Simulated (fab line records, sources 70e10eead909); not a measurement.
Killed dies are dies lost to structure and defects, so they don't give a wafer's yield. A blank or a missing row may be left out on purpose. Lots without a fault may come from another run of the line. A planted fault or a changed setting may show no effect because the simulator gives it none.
One fault seen from 2 desks | flow nand_harc | each desk has only its own numbers; what lay behind them comes last

THE TOOL OWNER'S DESK: arfi_scanner-02
The tool's own readings at NHARC_A_M0_EXPOSE_06 (exposes mask A M0, target cd 80 nm): means of the sampled wafers that have a number, for each lot that ran on this tool. A lot is out of limits, marked OUT, if its mean lies more than 4 standard deviations from the usual mean; the brackets give that distance.
Columns: A = exposure_dose_mJ_cm2 at NHARC_A_M0_EXPOSE_06, usual 83.25; B = focus_offset_nm at NHARC_A_M0_EXPOSE_06, usual -0.1 nm; C = stage_vel_mm_s at NHARC_A_M0_EXPOSE_06, usual 500.03 mm/s
lot  | first seen here | A     | B    | C
L482 | day 23 09:05    | 83.28 | -0.2 | 500.10
L496 | day 29 12:55    | 83.17 | -0.3 | 500.28
L495 | day 29 20:06    | 83.20 | 0.8  | 500.14
L498 | day 30 13:38    | 83.34 | -0.0 | 499.79
L500 | day 30 17:35    | 83.29 | 0.1  | 499.77
L503 | day 32 09:17    | 83.29 | -0.6 | 499.78
This desk's finding: nothing out of limits on any of the 6 lots.

THE METROLOGY DESK
What the gauges read, lot by lot, whatever tool the lot ran on: means of the sampled wafers that have a number. A lot is out of limits, marked OUT, if its mean lies more than 4 standard deviations from the usual mean; the brackets give that distance.
Columns: A = overlay_x_nm at NHARC_A_M0_OVL_MEAS_10, usual 0.1 nm; B = overlay_y_nm at NHARC_A_M0_OVL_MEAS_10, usual -0.3 nm
lot  | first seen here | A    | B
L482 | day 23 09:19    | -0.1 | -0.4
L480 | day 23 09:34    | 0.5  | -0.4
L483 | day 23 12:27    | 0.3  | -0.6
L490 | day 27 23:43    | 0.2  | -0.7
L496 | day 29 13:09    | 0.1  | 0.1
L495 | day 29 20:19    | -0.4 | 0.2
L498 | day 30 13:51    | 0.1  | 0.2
L500 | day 30 17:48    | 0.5  | -0.3
L499 | day 30 19:07    | 1.4  | 0.4
L502 | day 30 23:28    | 0.1  | 0.1
L501 | day 31 03:16    | -0.4 | -0.4
L503 | day 32 09:30    | 0.1  | -0.1
This desk's finding: nothing out of limits on any of the 12 lots.

PUT TOGETHER
The tool owner's desk saw nothing out of limits.
The metrology desk saw nothing out of limits.

WHAT THE SIMULATOR HAD PUT IN
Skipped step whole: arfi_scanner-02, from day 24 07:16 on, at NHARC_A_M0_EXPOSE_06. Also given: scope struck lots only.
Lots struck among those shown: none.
